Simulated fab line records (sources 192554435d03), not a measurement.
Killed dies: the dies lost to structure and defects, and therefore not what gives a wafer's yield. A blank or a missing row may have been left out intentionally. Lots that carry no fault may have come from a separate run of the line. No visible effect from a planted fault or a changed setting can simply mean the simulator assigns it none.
A sampling plan put to the test	flow n5 finfet	one fab line, 74 faults that these records tell of, each judged on the records of the lots that it struck; 1 more is left out, because the records don't allow judging it
The line's own looks make up the plan; these are the steps of the route where a gauge or inspection reads the wafer and leaves it unchanged. A look is open to judgement when struck wafers have a number at it and the file gives its usual mean and standard deviation on fault-free wafers. Caught: 4 or more of those standard deviations (sigma) separate the usual mean from the mean of the struck wafers at a look after the fault's first step. On the tool: here the same test is run on the tool's own readings at the fault's steps. Caught also covers a different recipe on the struck wafers, or a record left blank for those wafers only.

## THE FAULTS, as the simulator had put them in
1. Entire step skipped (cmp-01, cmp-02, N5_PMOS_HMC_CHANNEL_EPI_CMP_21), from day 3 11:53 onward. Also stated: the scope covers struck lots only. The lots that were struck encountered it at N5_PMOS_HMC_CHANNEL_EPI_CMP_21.
2. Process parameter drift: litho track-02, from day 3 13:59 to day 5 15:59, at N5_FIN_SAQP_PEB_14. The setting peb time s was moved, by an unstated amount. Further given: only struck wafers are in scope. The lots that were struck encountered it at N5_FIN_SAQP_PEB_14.
3. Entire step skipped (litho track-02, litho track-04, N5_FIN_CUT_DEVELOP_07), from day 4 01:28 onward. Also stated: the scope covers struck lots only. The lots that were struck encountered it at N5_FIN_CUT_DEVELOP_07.
4. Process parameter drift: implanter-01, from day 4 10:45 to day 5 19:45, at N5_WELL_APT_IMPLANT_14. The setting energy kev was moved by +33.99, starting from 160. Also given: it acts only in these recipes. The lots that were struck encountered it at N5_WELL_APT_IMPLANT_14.
5. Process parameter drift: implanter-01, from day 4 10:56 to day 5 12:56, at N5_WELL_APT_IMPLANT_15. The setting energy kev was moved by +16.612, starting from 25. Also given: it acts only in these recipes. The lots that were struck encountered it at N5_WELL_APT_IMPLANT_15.
6. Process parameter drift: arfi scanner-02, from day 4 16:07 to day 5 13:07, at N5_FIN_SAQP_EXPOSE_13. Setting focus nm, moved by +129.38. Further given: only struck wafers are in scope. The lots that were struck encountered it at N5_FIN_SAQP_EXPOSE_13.
7. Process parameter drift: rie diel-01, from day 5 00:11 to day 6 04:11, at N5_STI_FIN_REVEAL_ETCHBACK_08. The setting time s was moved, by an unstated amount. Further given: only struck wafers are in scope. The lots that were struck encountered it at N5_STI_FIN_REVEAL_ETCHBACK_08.
8. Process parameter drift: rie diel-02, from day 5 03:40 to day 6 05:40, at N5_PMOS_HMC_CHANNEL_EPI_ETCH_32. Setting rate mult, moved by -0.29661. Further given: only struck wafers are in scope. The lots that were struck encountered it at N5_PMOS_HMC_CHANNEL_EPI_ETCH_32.
9. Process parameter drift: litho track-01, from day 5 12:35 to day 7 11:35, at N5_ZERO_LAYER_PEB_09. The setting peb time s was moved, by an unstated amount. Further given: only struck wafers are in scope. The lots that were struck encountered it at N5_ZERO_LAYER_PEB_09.
10. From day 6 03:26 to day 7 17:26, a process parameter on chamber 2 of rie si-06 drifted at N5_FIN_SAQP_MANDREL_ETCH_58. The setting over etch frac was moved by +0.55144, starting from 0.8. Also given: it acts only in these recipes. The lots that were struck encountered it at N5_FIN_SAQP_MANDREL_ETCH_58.
11. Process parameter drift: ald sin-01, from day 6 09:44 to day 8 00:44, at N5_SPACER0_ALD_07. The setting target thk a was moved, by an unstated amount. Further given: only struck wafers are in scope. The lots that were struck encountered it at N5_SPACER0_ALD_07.
12. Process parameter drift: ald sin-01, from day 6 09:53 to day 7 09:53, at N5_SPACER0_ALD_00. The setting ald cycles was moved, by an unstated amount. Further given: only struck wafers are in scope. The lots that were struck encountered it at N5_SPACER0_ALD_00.
13. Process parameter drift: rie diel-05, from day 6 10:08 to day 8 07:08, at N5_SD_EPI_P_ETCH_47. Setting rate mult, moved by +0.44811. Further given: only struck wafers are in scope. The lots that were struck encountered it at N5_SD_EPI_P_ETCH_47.
14. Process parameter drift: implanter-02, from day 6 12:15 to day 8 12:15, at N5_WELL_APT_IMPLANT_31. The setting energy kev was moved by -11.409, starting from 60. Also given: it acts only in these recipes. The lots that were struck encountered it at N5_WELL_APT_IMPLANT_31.
15. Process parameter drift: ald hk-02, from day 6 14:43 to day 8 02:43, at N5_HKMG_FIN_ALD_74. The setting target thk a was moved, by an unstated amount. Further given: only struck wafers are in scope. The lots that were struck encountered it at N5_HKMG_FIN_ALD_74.
16. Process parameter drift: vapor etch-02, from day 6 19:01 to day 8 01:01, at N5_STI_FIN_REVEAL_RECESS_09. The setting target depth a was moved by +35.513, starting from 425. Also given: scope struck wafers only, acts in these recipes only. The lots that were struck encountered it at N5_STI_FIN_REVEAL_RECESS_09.
17. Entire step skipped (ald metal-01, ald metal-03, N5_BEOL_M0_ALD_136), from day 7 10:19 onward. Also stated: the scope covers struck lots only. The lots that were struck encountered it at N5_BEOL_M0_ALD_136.
18. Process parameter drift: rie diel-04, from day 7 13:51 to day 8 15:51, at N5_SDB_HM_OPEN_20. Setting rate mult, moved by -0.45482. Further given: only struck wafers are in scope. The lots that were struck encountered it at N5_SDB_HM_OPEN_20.
19. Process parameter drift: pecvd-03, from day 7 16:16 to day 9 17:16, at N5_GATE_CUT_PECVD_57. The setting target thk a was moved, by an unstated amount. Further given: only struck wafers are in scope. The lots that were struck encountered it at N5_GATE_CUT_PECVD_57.
20. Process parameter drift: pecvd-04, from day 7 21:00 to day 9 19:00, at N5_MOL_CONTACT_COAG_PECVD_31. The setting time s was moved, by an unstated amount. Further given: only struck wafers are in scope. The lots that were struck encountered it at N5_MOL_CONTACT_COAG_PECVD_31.
21. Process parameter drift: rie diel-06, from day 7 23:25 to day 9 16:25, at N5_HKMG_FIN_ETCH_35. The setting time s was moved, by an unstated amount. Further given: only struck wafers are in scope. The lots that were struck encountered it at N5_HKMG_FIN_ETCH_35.
22. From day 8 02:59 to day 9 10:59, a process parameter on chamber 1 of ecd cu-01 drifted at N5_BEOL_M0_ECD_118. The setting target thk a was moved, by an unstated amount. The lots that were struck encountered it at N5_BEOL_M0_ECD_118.
23. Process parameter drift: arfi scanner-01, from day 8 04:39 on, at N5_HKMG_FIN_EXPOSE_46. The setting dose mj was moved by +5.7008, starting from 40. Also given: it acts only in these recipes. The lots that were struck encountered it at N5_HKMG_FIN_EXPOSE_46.
24. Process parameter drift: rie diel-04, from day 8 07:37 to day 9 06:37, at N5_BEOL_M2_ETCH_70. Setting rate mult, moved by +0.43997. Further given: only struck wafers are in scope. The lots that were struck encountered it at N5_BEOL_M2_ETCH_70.
25. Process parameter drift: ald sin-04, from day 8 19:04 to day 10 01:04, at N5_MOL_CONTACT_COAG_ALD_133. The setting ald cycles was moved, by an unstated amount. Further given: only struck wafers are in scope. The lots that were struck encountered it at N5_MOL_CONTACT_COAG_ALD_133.
26. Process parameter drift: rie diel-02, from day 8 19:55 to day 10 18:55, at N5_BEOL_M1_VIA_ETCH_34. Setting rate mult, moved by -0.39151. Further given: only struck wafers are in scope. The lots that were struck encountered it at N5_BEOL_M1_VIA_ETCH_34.
27. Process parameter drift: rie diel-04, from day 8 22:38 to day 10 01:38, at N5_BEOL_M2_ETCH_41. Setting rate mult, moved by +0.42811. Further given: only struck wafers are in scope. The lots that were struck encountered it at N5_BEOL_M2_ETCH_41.
28. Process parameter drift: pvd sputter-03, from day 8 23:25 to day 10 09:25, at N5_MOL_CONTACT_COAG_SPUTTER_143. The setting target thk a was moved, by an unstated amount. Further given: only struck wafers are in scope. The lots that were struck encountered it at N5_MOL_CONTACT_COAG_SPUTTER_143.
29. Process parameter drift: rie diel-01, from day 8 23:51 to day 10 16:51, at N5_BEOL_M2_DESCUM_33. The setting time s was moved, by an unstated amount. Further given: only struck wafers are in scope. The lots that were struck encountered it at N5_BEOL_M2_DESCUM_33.
30. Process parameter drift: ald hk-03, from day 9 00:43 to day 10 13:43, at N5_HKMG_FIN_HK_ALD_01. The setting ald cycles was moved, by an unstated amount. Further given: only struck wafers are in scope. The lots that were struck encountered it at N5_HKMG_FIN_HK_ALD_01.
31. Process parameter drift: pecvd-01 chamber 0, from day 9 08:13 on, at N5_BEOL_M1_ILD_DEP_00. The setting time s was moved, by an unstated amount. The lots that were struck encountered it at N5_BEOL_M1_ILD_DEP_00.
32. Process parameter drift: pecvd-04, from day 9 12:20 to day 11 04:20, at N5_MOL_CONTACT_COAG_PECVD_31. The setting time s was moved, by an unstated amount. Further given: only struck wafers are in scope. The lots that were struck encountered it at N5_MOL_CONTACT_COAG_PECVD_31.
33. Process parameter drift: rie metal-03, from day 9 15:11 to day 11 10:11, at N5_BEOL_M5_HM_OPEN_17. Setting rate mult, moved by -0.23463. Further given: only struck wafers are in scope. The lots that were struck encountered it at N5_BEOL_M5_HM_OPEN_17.
34. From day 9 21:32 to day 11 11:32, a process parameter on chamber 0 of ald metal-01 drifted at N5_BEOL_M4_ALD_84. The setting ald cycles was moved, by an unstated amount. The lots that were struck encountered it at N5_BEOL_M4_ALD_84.
35. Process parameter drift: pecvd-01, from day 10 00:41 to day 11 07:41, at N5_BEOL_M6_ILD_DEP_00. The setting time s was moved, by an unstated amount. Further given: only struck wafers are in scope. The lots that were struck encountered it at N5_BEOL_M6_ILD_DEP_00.
36. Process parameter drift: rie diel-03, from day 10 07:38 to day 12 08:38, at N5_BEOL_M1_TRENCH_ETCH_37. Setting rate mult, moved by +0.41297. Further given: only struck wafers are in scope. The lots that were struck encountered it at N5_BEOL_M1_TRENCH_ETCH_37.
37. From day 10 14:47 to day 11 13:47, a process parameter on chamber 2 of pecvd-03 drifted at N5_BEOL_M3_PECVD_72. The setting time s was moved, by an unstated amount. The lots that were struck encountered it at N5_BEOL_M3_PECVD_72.
38. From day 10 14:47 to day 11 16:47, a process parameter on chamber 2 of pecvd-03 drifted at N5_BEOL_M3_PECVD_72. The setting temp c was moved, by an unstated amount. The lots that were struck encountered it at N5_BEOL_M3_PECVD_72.
39. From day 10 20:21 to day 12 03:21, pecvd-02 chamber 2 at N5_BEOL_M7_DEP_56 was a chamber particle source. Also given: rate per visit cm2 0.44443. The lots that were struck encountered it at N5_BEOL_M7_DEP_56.
40. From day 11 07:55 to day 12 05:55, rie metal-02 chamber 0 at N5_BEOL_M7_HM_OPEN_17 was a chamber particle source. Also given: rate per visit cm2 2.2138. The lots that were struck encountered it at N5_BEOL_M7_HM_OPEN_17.
41. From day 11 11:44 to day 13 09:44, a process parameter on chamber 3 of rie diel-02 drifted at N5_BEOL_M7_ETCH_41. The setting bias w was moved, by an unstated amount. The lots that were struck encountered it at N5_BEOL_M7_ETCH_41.
42. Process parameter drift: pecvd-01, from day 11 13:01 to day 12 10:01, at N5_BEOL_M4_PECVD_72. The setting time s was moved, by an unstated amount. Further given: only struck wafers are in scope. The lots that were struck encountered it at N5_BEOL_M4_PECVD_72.
43. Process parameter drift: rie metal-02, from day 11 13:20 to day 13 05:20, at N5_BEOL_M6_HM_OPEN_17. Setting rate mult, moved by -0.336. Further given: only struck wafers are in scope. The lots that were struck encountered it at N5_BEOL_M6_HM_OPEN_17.
44. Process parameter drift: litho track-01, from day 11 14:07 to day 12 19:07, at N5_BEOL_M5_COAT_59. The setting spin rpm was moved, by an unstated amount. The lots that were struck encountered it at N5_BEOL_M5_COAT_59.
45. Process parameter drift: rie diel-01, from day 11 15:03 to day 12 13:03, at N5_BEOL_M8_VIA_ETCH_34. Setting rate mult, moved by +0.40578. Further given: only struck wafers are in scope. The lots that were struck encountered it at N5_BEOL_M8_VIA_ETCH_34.
46. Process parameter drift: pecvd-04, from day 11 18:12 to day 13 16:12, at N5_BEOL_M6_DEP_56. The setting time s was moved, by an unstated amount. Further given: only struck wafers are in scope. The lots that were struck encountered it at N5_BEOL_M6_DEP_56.
47. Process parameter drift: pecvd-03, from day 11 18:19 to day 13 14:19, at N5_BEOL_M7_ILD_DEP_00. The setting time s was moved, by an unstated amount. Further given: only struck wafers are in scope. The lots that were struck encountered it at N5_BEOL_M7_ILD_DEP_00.
48. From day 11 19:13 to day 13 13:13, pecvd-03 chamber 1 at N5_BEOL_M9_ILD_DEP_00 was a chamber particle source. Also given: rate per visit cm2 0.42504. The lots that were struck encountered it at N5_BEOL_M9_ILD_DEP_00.
49. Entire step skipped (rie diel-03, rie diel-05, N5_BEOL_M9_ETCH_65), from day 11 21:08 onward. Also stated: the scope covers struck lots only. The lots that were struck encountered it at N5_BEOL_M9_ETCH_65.
50. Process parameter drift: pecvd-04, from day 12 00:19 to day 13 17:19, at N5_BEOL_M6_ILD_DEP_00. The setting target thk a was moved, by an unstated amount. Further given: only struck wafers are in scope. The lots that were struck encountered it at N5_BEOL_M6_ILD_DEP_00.
51. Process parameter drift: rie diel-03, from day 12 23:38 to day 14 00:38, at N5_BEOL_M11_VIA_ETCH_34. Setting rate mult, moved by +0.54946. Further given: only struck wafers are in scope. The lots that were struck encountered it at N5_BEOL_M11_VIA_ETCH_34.
52. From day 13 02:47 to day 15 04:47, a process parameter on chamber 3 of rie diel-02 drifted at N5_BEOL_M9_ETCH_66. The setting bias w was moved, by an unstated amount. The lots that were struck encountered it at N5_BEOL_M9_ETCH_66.
53. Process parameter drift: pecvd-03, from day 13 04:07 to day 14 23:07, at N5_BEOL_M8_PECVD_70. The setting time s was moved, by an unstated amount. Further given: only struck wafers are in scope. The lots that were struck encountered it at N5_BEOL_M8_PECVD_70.
54. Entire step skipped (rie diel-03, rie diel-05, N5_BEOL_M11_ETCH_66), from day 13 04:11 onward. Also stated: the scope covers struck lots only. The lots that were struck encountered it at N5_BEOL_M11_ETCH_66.
55. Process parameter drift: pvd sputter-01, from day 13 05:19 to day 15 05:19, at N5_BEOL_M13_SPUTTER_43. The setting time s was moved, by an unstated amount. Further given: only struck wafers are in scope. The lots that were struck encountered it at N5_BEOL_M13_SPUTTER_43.
56. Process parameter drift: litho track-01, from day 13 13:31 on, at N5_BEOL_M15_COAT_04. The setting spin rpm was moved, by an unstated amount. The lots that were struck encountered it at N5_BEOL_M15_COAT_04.
57. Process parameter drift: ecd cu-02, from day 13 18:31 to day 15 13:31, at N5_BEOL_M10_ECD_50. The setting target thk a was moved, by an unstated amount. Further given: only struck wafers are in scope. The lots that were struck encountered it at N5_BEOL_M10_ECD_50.
58. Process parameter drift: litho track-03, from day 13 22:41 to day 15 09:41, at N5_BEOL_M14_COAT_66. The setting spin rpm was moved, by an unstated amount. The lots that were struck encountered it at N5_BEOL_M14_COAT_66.
59. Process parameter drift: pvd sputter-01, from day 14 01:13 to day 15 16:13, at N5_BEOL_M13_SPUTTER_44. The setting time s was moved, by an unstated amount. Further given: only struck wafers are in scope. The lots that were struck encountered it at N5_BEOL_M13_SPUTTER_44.
60. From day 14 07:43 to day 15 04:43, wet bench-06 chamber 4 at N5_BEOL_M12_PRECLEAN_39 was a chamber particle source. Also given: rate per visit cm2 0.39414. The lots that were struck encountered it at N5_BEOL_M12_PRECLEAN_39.
61. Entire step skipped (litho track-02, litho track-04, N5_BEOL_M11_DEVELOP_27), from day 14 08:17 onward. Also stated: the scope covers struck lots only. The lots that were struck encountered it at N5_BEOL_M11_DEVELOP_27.
62. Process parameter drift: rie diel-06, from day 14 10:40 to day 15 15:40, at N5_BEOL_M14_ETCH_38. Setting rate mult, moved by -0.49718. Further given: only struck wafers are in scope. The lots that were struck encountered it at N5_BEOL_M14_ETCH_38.
63. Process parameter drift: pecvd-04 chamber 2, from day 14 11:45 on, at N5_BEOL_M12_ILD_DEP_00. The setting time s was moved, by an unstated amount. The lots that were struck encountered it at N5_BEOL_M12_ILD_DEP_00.
64. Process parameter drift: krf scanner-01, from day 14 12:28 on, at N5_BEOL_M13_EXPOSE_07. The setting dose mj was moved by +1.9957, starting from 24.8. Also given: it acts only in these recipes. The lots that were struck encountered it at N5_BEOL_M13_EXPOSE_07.
65. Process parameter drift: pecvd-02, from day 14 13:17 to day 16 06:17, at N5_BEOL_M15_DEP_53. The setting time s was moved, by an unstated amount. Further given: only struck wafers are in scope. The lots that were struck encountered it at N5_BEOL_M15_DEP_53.
66. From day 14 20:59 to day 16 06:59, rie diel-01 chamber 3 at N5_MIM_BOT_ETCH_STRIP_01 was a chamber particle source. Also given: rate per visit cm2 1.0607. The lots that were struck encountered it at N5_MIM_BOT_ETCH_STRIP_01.
67. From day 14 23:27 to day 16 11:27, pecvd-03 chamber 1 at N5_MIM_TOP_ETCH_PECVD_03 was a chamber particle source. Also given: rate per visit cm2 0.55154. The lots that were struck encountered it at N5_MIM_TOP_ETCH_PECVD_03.
68. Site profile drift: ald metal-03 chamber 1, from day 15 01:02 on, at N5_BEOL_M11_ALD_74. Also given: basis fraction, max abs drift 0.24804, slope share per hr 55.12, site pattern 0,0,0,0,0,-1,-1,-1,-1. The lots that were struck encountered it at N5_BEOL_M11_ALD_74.
69. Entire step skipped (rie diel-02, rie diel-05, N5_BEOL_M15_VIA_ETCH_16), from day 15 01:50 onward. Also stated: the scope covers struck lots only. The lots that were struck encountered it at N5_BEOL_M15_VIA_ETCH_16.
70. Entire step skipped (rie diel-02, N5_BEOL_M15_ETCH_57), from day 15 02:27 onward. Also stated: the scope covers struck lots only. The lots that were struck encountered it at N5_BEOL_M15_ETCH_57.
71. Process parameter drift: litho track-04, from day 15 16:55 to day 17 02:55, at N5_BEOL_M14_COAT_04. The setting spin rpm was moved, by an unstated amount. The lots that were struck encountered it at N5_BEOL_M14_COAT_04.
72. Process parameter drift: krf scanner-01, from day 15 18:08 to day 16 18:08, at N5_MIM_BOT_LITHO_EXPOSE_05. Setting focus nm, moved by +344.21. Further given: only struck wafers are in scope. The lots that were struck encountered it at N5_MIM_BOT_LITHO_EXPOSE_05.
73. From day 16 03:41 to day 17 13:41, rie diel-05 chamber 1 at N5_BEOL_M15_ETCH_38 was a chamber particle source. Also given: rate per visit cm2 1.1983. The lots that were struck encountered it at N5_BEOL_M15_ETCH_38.
74. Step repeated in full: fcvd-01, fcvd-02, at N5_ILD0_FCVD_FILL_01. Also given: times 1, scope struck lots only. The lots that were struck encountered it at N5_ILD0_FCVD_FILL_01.

## WHAT THE PLAN SAW
fault	on the tool itself	first look that catches it	reading, sigma	median hours from its first step to that look	hours from the fault's start to the first struck lot there	judged looks passed uncaught
1	the tool's record is blank for the struck wafers	N5_PMOS_HMC_CHANNEL_EPI_THK_MEAS_22	HMC_CMP_THK +5.0	0.3	3	0
2	no reading that can be judged	none of the 2 looks that can be judged after it	strongest: cd nm at N5_FIN_SAQP_CD_MEAS_16, +3.5	-	-	2
3	no reading that can be judged	no look after it can be judged	-	-	-	0
4	beam energy keV +99 or beyond sigma	N5_BEOL_M4_RC_MEAS_101	RS_NWELL -13	161.2	165	2
5	beam energy keV +99 or beyond sigma	N5_BEOL_M4_RC_MEAS_101	CJ_P -5.7	161.0	165	1
6	no reading that can be judged	N5_FIN_SAQP_CD_MEAS_16	cd nm -9.4	0.1	13	0
7	under 2 sigma	none of the 3 looks that can be judged after it	strongest: trench depth nm at N5_STI_FIN_REVEAL_FIN_H_MEAS_10, +2.8	-	-	3
8	under 2 sigma	not the one look that can be judged after it	-	-	-	1
9	no reading that can be judged	N5_ZERO_LAYER_CD_MEAS_11	cd nm -5.8	0.1	18	0
10	oes product au -6.6 sigma	not the one look that can be judged after it	-	-	-	1
11	under 2 sigma	N5_BEOL_M4_RC_MEAS_101	IOFF_P_LIN +7.2	111.9	118	0
12	under 2 sigma	N5_BEOL_M4_RC_MEAS_101	REXT_P +5.1	116.9	118	0
13	under 2 sigma	not the one look that can be judged after it	-	-	-	1
14	beam energy keV -99 or beyond sigma	N5_BEOL_M4_RC_MEAS_101	RS_PWELL +11	157.9	158	0
15	under 2 sigma	not the one look that can be judged after it	strongest: VT_N_LVT at N5_BEOL_M4_RC_MEAS_101, -3.8	-	-	1
16	under 2 sigma	N5_STI_FIN_REVEAL_FIN_H_MEAS_10	trench depth nm +5.3	2.8	18	0
17	the tool's record is blank for the struck wafers	no look after it can be judged	-	-	-	0
18	under 2 sigma	none of the 2 looks that can be judged after it	-	-	-	2
19	under 2 sigma	not the one look that can be judged after it	-	-	-	1
20	no reading that can be judged	N5_MOL_CONTACT_COAG_THK_MEAS_53	VIA_MOL_THK +32	3.6	10	0
21	run length s -99 or beyond sigma	N5_BEOL_M4_RC_MEAS_101	ION_N -12	94.6	100	0
22	no reading that can be judged	not the one look that can be judged after it	-	-	-	1
23	exposure dose mJ cm2 +21 sigma	N5_HKMG_FIN_CD_MEAS_49	cd nm +11	0.1	6	0
24	under 2 sigma	not the one look that can be judged after it	-	-	-	1
25	under 2 sigma	no look after it can be judged	-	-	-	0
26	only faintly: oes product au -3.1 sigma	not the one look that can be judged after it	-	-	-	1
27	oes product au +4.1 sigma	not the one look that can be judged after it	-	-	-	1
28	under 2 sigma	not the one look that can be judged after it	-	-	-	1
29	under 2 sigma	not the one look that can be judged after it	-	-	-	1
30	under 2 sigma	N5_HKMG_FIN_THK_MEAS_70	HK_THK +19	3.4	14	0
31	under 2 sigma	N5_BEOL_M1_THK_MEAS_01	M1_ILD_THK +39	0.1	12	0
32	no reading that can be judged	N5_MOL_CONTACT_COAG_THK_MEAS_53	VIA_MOL_THK +5.4	4.1	10	0
33	under 2 sigma	no look after it can be judged	-	-	-	0
34	under 2 sigma	not the one look that can be judged after it	-	-	-	1
35	under 2 sigma	N5_BEOL_M6_THK_MEAS_01	M6_ILD_THK -6.3	0.9	8	0
36	oes product au +4.5 sigma	N5_BEOL_M1_OCD_MEAS_38	trench depth nm +24	0.2	21	0
37	under 2 sigma	not the one look that can be judged after it	-	-	-	1
38	susceptor temp C +63 sigma	not the one look that can be judged after it	-	-	-	1
39	under 2 sigma	N5_BEOL_M7_INSPECT_58	raw defect count +13	0.1	9	1
40	under 2 sigma	N5_BEOL_M7_INSPECT_30	raw defect count +15	3.5	9	0
41	bias w +90 sigma	no look after it can be judged	-	-	-	0
42	under 2 sigma	not the one look that can be judged after it	-	-	-	1
43	under 2 sigma	N5_BEOL_M6_OCD_MEAS_38	trench depth nm -14	2.5	9	1
44	spin speed rpm -99 or beyond sigma	no look after it can be judged	-	-	-	0
45	only faintly: oes product au +2.7 sigma	no look after it can be judged	-	-	-	0
46	under 2 sigma	not the one look that can be judged after it	-	-	-	1
47	under 2 sigma	not the one look that can be judged after it	strongest: M7_ILD_THK at N5_BEOL_M7_THK_MEAS_01, -2.7	-	-	1
48	under 2 sigma	no look after it can be judged	-	-	-	0
49	the tool's record is blank for the struck wafers	no look after it can be judged	-	-	-	0
50	under 2 sigma	N5_BEOL_M6_THK_MEAS_01	M6_ILD_THK +12	0.6	6	0
51	oes product au +4.6 sigma	no look after it can be judged	-	-	-	0
52	bias w -25 sigma	no look after it can be judged	-	-	-	0
53	under 2 sigma	not the one look that can be judged after it	-	-	-	1
54	the tool's record is blank for the struck wafers	no look after it can be judged	-	-	-	0
55	under 2 sigma	not the one look that can be judged after it	-	-	-	1
56	spin speed rpm +99 or beyond sigma	not the one look that can be judged after it	strongest: cd nm at N5_BEOL_M15_CD_MEAS_10, +2.6	-	-	1
57	no reading that can be judged	not the one look that can be judged after it	-	-	-	1
58	spin speed rpm +99 or beyond sigma	no look after it can be judged	-	-	-	0
59	under 2 sigma	no look after it can be judged	-	-	-	0
60	no reading that can be judged	not the one look that can be judged after it	-	-	-	1
61	no reading that can be judged	no look after it can be judged	-	-	-	0
62	only faintly: oes product au -3.8 sigma	not the one look that can be judged after it	-	-	-	1
63	run length s -50 sigma	N5_BEOL_M12_THK_MEAS_01	M12_ILD_THK -15	0.1	2	0
64	exposure dose mJ cm2 +48 sigma	none of the 2 looks that can be judged after it	strongest: cd nm at N5_BEOL_M13_CD_MEAS_10, +3.2	-	-	2
65	under 2 sigma	not the one look that can be judged after it	-	-	-	1
66	under 2 sigma	not the one look that can be judged after it	-	-	-	1
67	under 2 sigma	no look after it can be judged	-	-	-	0
68	under 2 sigma	N5_BEOL_M15_RC_MEAS_101	COMB_M11_max_site +5.6	22.8	36	0
69	the tool's record is blank for the struck wafers	no look after it can be judged	-	-	-	0
70	the tool's record is blank for the struck wafers	no look after it can be judged	-	-	-	0
71	spin speed rpm -99 or beyond sigma	none of the 3 looks that can be judged after it	-	-	-	3
72	no reading that can be judged	N5_MIM_BOT_LITHO_CD_MEAS_08	cd nm +16	0.2	7	0
73	under 2 sigma	not the one look that can be judged after it	-	-	-	1
74	under 2 sigma	none of the 2 looks that can be judged after it	-	-	-	2
A dash: this means the fault isn't caught or the number doesn't appear in these records.

Caught at a look: 24 of 74. Caught on the tool: 24 of 74. By one or the other: 40 of 74.
Faults caught by the tool alone: 10, 17, 27, 38, 41, 44, 49, 51, 52, 54, 56, 58, 64, 69, 70, 71.
Caught at a look alone: faults 6, 9, 11, 12, 16, 20, 30, 31, 32, 35, 39, 40, 43, 50, 68, 72.
Caught by neither: faults 2, 3, 7, 8, 13, 15, 18, 19, 22, 24, 25, 26, 28, 29, 33, 34, 37, 42, 45, 46, 47, 48, 53, 55, 57, 59, 60, 61, 62, 65, 66, 67, 73, 74.

## THINNER SAMPLING
In the worst case, this is how late the first struck lot would be measured if the look that catches a fault measured only every second or every third lot, by lot number:
fault	struck lots at that look, in order of time	every lot	every second lot	every third lot
1	L894, L895, L896	3 h	9 h	15 h
4	L611, L614	165 h	182 h	may miss all 2
5	L125, L128	165 h	182 h	may miss all 2
6	L255	13 h	may miss it	may miss it
9	L652, L656	18 h	may miss all 2	may miss all 2
11	L428, L430, L432	118 h	may miss all 3	135 h
12	L495, L497	118 h	may miss all 2	may miss all 2
14	L440, L439, L441	158 h	161 h	174 h
16	L663, L664, L665	18 h	23 h	30 h
20	L391, L396, L398	10 h	37 h	50 h
21	L409, L414	100 h	139 h	may miss all 2
23	L159, L160	6 h	11 h	may miss all 2
30	L464, L465	14 h	21 h	may miss all 2
31	L280, L281	12 h	17 h	may miss all 2
32	L396, L397	10 h	13 h	may miss all 2
35	L236, L241	8 h	27 h	may miss all 2
36	L368	21 h	may miss it	may miss it
39	L334, L335	9 h	12 h	may miss all 2
40	L431, L432, L434	9 h	20 h	may miss all 3
43	L714, L715	9 h	22 h	may miss all 2
50	L739	6 h	may miss it	may miss it
63	L427, L426	2 h	5 h	may miss all 2
68	L358	36 h	may miss it	may miss it
72	L195, L194, L196	7 h	9 h	9 h
Hours: fault start to first struck lot measured. The test against the limit of 4 sigma pooled every struck wafer, which means one lot taken alone may stay below that limit. Other struck lots may not be in these records.

## THE LONGEST TIMED WAY FROM STEP TO LOOK
Fault 4: median gap of 161.2 hours between N5_WELL_APT_IMPLANT_14 and N5_BEOL_M4_RC_MEAS_101. The looks between them that can be judged stayed within 4 sigma: N5_WELL_APT_CD_MEAS_25, N5_WELL_APT_OVL_MEAS_26.
